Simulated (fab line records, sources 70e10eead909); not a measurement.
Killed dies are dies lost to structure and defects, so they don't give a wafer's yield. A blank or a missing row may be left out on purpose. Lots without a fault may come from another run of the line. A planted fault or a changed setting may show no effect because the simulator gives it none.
fab line records | flow nand_harc
record lots=12 wafers=36 last_day=34
route steps=1302 shown A_SGD_CUT@907 A_SLIT@928
lots that met no fault: from a run of the same line without faults
start_h: hours from the record's first day to the start of the lot's first wafer shown | wait_h: hours since the lot's step before | " the same as in the row above | L1.1+2: a row that stands for several wafers | - no value, or no start given | * or withheld: withheld | < > ~ a bound
route shown NAME@n: a module of which the file shows steps, and the number in the route of the first | usual: mean/standard deviation of fault-free wafers | same: alike in all rows | chamber/n: place in a boat | sites: the reading at each site | _std_site: their standard deviation | _edge_site: outer sites' mean less inner sites' | radius_mm: how far each site lies from the wafer's centre | mask NAME#n: copy n | behind: the tool/chamber that last shaped the wafer | hold: why the lot was held/for how many hours/how that ended | device: the transistor (n, p or np) that didn't switch | end of line: the same wafers' tests at the end of the route | a step without rows: its recipe alone | killed: dies lost to structure and defects at the first sort, not the wafer's yield | map: a wafer's dies, x killed, . not, _ none there
set.NAME: the setting as run; set.NAME@STEP: as run at that earlier step | model.NAME: the simulator's own value behind a step, which no gauge read
steps of the route over a sample of lots; a table a step, a row a wafer
services: from which hour (start_h, from the record's first day; less than 0 if before it) a tool's chamber was out of use, for how many hours, and why
## steps
# step NHARC_A_SGD_CUT_ETCH_15
# recipe target_depth_a=750 time_s=64.3 ch3f_flow_sccm=50 o2_flow_sccm=30 ar_flow_sccm=200 rf_w=500 bias_w=100 chemistry=CH3F/O2
# usual drypump_motor_current_A=5.9/0.39 mfc_ar_sccm=200.0/0.56 oes_product_au=0.964/0.021 rf_vpp_V=264.0/1.7 showerhead_plenum_p_Torr=2.47/0.096 throttle_valve_pct=20.662/0.0083
# columns lot.wafer tool chamber start_h wait_h drypump_motor_current_A mfc_ar_sccm oes_product_au rf_hours_counter_h rf_vpp_V showerhead_plenum_p_Torr throttle_valve_pct
L163.3 rie_diel-09 2 - - 5.8 200.2 0.969 7 266.4 2.51 20.660
L163.4 " 0 " " 6.0 200.1 0.970 6 265.8 2.63 20.657
L163.1 " 1 " " 5.9 200.3 0.949 7 264.6 2.52 20.664
L165.1 rie_diel-09 3 - - 6.2 200.6 0.983 8 263.9 2.42 20.667
L165.4 " 0 " " 6.0 201.2 0.950 8 266.8 2.63 20.649
L165.2 " 1 " " 5.9 199.7 0.970 9 265.7 2.52 20.657
L167.1 rie_diel-05 3 - - 6.4 199.6 0.981 4 267.0 2.63 20.649
L167.2 " 1 " " 5.7 199.7 0.952 4 263.4 2.35 20.657
L167.6 " 0 " " 5.0 200.0 0.973 - 263.3 2.45 20.671
L169.4 rie_diel-11 2 - - 5.5 199.7 0.965 5 264.3 2.48 20.682
L169.1 " 3 " " 5.9 200.4 0.980 6 261.6 2.39 20.667
L169.6 " 2 " " 5.5 198.9 0.967 - 264.3 2.48 20.654
L170.1 rie_diel-05 0 - - 5.0 200.3 0.966 6 263.6 2.45 20.656
L170.2 " 1 " " 5.7 198.8 0.971 6 262.1 2.35 20.665
L170.4 " 3 " " 6.4 200.5 0.945 6 265.8 2.63 20.668
L171.4 rie_diel-11 2 - - 5.5 200.2 0.975 9 264.7 2.48 20.662
L171.2 " 3 " " 5.8 200.3 1.003 9 263.1 2.39 20.673
L171.5 " 3 " " 5.8 200.5 1.010 - 260.0 2.39 20.668
L173.1 rie_diel-09 0 - - 6.0 199.8 0.976 2 267.0 2.63 20.642
L173.5 " 2 " " 5.8 200.0 0.992 - 263.9 2.51 20.649
L173.6 " 3 " " 6.1 200.1 0.989 - 264.7 2.42 20.658
L182.2 rie_diel-05 3 - - 6.4 199.6 0.966 1 267.5 2.63 20.676
L182.6 " 0 " " 5.0 199.9 0.985 - 264.0 2.45 20.684
L182.5 " 1 " " 5.7 200.6 0.979 - 262.5 2.34 20.664
L181.2 rie_diel-11 2 - - 5.5 200.1 0.969 2 263.2 2.47 20.662
L181.3 " 3 " " 5.9 199.8 0.964 2 263.0 2.39 20.659
L181.6 " 2 " " 5.6 200.3 0.971 - 264.4 2.47 20.664
L184.1 rie_diel-11 0 - - 6.5 201.1 0.946 3 266.2 2.55 20.656
L184.3 " 1 " " 6.2 200.5 0.974 3 261.0 2.27 20.663
L184.6 " 3 " " 5.8 199.3 0.940 - 262.2 2.39 20.663
L183.2 rie_diel-09 1 - - 5.9 200.3 0.979 11 266.0 2.51 20.666
L183.3 " 0 " " 6.0 199.5 0.984 8 266.1 2.63 20.654
L183.6 " 1 " " 5.9 200.9 0.974 - 265.1 2.51 20.659
L185.2 rie_diel-09 1 - - 5.9 199.8 0.982 13 262.8 2.51 20.678
L185.6 " 1 " " 5.9 200.2 0.966 - 266.1 2.51 20.672
L185.5 " 2 " " 5.8 199.6 1.006 - 264.0 2.51 20.662
# step NHARC_A_SGD_CUT_CMP_21
# recipe target_thk_nm=148.19
# usual motor_current_A=12.1/1.3 time_to_endpoint_s=49/3.4
# columns lot.wafer tool chamber start_h wait_h motor_current_A time_to_endpoint_s
L163.4 cmp-03 0 451.60 0.4 10.3 47
L163.3 " 1 " " 10.7 49
L163.1 " 2 " " 10.9 51
L165.2 cmp-02 3 474.41 0.4 14.5 48
L165.4 " 0 " " 10.1 46
L165.1 " 1 " " 12.4 49
L167.2 cmp-03 0 494.77 0.4 10.9 47
L167.1 " 2 " " 10.8 48
L167.6 " 0 " " 10.6 46
L169.1 cmp-03 2 510.48 0.4 10.5 52
L169.4 " 0 " " 10.5 47
L169.6 " 1 " " 11.5 52
L170.1 cmp-01 0 532.41 0.4 12.7 53
L170.2 " 1 " " 12.6 50
L170.4 " 3 " " 11.2 46
L171.4 cmp-02 0 543.68 0.4 10.2 47
L171.2 " 2 " " 10.7 46
L171.5 " 0 " " 10.8 45
L173.1 cmp-01 3 551.45 0.4 11.3 44
L173.6 " 0 " " 12.3 51
L173.5 " 1 " " 12.8 52
L181.3 cmp-02 2 632.63 0.5 10.9 53
L181.2 " 0 " " 10.3 53
L181.6 " 3 " " 14.7 54
L182.2 cmp-01 3 632.64 0.5 11.7 43
L182.6 " 0 " " 13.5 48
L182.5 " 1 " " 13.0 47
L184.3 cmp-02 2 654.59 0.4 11.0 51
L184.1 " 0 " " 10.3 51
L184.6 " 1 " " 13.0 56
L183.3 cmp-01 0 654.71 0.5 12.5 48
L183.2 " 2 " " 12.4 44
L183.6 " 0 " " 13.2 49
L185.2 cmp-02 2 676.12 0.4 11.5 49
L185.5 " 3 " " 14.6 51
L185.6 " 0 " " 10.0 47
# step NHARC_A_SGD_CUT_ETCHBACK_24
# recipe target_depth_a=500 over_etch_frac=0.3 time_s=92.857 ion_energy_ev=120 ch3f_flow_sccm=50 o2_flow_sccm=30 ar_flow_sccm=200 rf_w=500 bias_w=100 chemistry=CH3F/O2
# usual drypump_motor_current_A=5.8/0.44 mfc_ar_sccm=200.0/0.59 oes_product_au=0.97/0.035 rf_vpp_V=244.5/1.7 showerhead_plenum_p_Torr=2.48/0.1 throttle_valve_pct=20.664/0.008
# columns lot.wafer tool chamber start_h wait_h drypump_motor_current_A mfc_ar_sccm oes_product_au rf_hours_counter_h rf_vpp_V showerhead_plenum_p_Torr throttle_valve_pct
L163.3 rie_diel-05 2 452.09 0.1 5.2 199.2 1.00 2 245.0 2.51 20.649
L163.4 " 3 " " 6.4 199.0 1.00 2 246.5 2.63 20.670
L163.1 " 0 " " 5.0 200.2 1.00 2 243.3 2.45 20.661
L165.4 rie_diel-09 0 474.89 0.2 6.0 199.7 0.93 8 246.0 2.63 20.660
L165.1 " 1 " " 5.9 199.8 0.93 9 245.6 2.52 20.665
L165.2 " 2 " " 5.8 200.5 0.93 9 245.1 2.51 20.667
L167.2 rie_diel-05 0 495.24 0.2 5.0 200.0 0.93 4 243.8 2.45 20.660
L167.1 " 2 " " 5.2 200.6 0.92 4 245.7 2.51 20.666
L167.6 " 0 " " 5.0 199.9 0.93 - 246.3 2.45 20.668
L169.1 rie_diel-09 1 510.93 0.1 5.9 199.8 0.99 1 244.5 2.52 20.664
L169.4 " 3 " " 6.1 200.7 0.99 1 244.2 2.42 20.667
L169.6 " 1 " " 5.9 200.3 0.99 - 245.2 2.52 20.666
L170.1 rie_diel-05 3 532.89 0.1 6.4 200.6 0.94 6 246.2 2.63 20.666
L170.4 " 0 " " 5.0 199.8 0.93 6 244.5 2.45 20.663
L170.2 " 1 " " 5.6 200.0 0.93 6 243.5 2.35 20.659
L171.2 rie_diel-09 1 544.16 0.2 5.9 200.2 0.99 3 246.1 2.52 20.662
L171.4 " 2 " " 5.8 199.5 1.02 3 245.4 2.51 20.667
L171.5 " 0 " " 6.0 199.9 1.00 - 246.1 2.63 20.655
L173.1 rie_diel-11 3 551.91 0.2 5.9 200.2 1.01 10 242.9 2.39 20.656
L173.6 " 0 " " 6.5 199.6 0.98 - 244.0 2.56 20.666
L173.5 " 1 " " 6.2 200.3 1.00 - 240.9 2.28 20.645
L182.2 rie_diel-05 1 633.05 0.2 5.7 200.3 0.94 1 243.6 2.34 20.651
L182.6 " 0 " " 5.0 199.6 0.94 - 243.7 2.45 20.667
L182.5 " 1 " " 5.7 200.2 0.94 - 242.9 2.34 20.674
L181.2 rie_diel-11 3 633.12 0.2 5.9 199.7 0.94 2 242.3 2.39 20.655
L181.3 " 1 " " 6.2 200.1 0.94 2 242.5 2.27 20.655
L181.6 " 2 " " 5.5 199.6 0.93 - 244.5 2.47 20.652
L184.3 rie_diel-05 2 655.05 0.2 5.2 200.4 1.00 2 245.2 2.51 20.668
L184.1 " 0 " " 5.1 200.1 0.99 3 244.3 2.45 20.659
L184.6 " 2 " " 5.3 201.3 1.01 - 245.6 2.51 20.670
L183.2 rie_diel-11 0 655.18 0.1 6.4 199.5 1.00 4 246.4 2.55 20.662
L183.3 " 2 " " 5.5 199.5 0.99 4 243.3 2.47 20.657
L183.6 " 0 " " 6.5 201.3 1.00 - 247.0 2.55 20.679
L185.2 rie_diel-05 1 676.52 0.1 5.6 199.8 1.02 3 241.5 2.34 20.684
L185.5 " 1 " " 5.6 199.5 1.01 - 242.7 2.34 20.671
L185.6 " 2 " " 5.2 200.5 1.01 - 244.9 2.51 20.666
# step NHARC_A_SLIT_SOFTBAKE_04
# recipe temp_c=105 time_s=55
# usual heater_power_total_W=188.47/0.14
# columns lot.wafer tool chamber start_h wait_h heater_power_total_W
L163.1 litho_track-04 0 456 - 188.33
L163.3 " 0 " " 188.72
L163.4 " 0 " " 188.75
L165.1 litho_track-04 0 481 - 188.44
L165.2 " 0 " " 188.39
L165.4 " 0 " " 188.29
L167.1 litho_track-06 0 499 - 188.29
L167.2 " 0 " " 188.55
L167.6 " 0 " " 188.32
L169.1 litho_track-06 0 515 - 188.76
L169.4 " 0 " " 188.31
L169.6 " 0 " " 188.40
L170.1 litho_track-06 0 537 - 226.05
L170.2 " 0 " " 226.09
L170.4 " 0 " " 226.60
L171.2 litho_track-06 0 549 - 226.11
L171.4 " 0 " " 226.17
L171.5 " 0 " " 226.62
L173.1 litho_track-01 0 558 - 188.62
L173.5 " 0 " " 188.48
L173.6 " 0 " " 188.46
L182.2 litho_track-04 0 640 - 188.45
L182.5 " 0 " " 188.73
L182.6 " 0 " " 188.43
L181.2 litho_track-06 0 641 - 188.35
L181.3 " 0 " " 188.32
L181.6 " 0 " " 188.32
L184.1 litho_track-06 0 659 - 188.45
L184.3 " 0 " " 188.26
L184.6 " 0 " " 188.37
L183.2 litho_track-01 0 659 - 188.66
L183.3 " 0 " " 188.34
L183.6 " 0 " " 188.69
L185.2 litho_track-06 0 686 - 188.53
L185.5 " 0 " " 188.48
L185.6 " 0 " " 188.77
## services
# columns tool chamber start_h hours kind
cmp-02 - 428.70 4.0 pm
rie_diel-11 - 432.50 9.0 pm
rie_diel-05 1 435.11 2.5 repair
rie_diel-05 - 441.27 0.4 repair
cmp-02 - 452.32 0.7 repair
cmp-01 - 487.53 4.0 pm
cmp-02 - 491.72 0.6 repair
rie_diel-09 - 497.10 9.0 pm
cmp-01 - 506.45 0.5 repair
rie_diel-05 3 510.21 2.0 repair
cmp-02 - 526.70 4.0 pm
litho_track-06 - 529.00 7.0 pm
cmp-01 - 542.16 1.2 repair
cmp-01 - 544.58 0.5 repair
rie_diel-09 2 560.18 3.9 repair
rie_diel-09 0 562.01 16.5 repair
rie_diel-05 - 583.60 9.0 pm
cmp-01 - 585.53 4.0 pm
rie_diel-11 - 609.50 9.0 pm
cmp-02 - 624.70 4.0 pm
cmp-01 - 637.78 1.4 repair
rie_diel-09 0 664.18 1.8 repair
rie_diel-05 3 673.86 6.8 repair
rie_diel-09 - 674.10 9.0 pm
## key
first_sign step=NHARC_A_SLIT_SOFTBAKE_04 reading=heater_power_total_W direction=up sigmas=99+ usual=* struck=*
effect none on later readings
met_at NHARC_A_SLIT_SOFTBAKE_04
struck_lots L170,L171
tester_left_out L170,L171
not_acting_at NHARC_A_SGD_CUT_ETCH_15,NHARC_A_SGD_CUT_CMP_21,NHARC_A_SGD_CUT_ETCHBACK_24
onset_between 515 537
fault kind=process_parameter_drift tool=litho_track-06 chamber=- onset_h=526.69 steps=NHARC_A_SLIT_SOFTBAKE_04 channel=time_s offset=* shape=step end_h=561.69 acts_in=* stated=*
# tester_left_out: of these lots the tester's yield and bins aren't shown, on N5 and GAA mostly nor the transistor test; their killed dies are dies lost to structure and defects alone, not to doping, threshold or leakage, so they don't give the yield
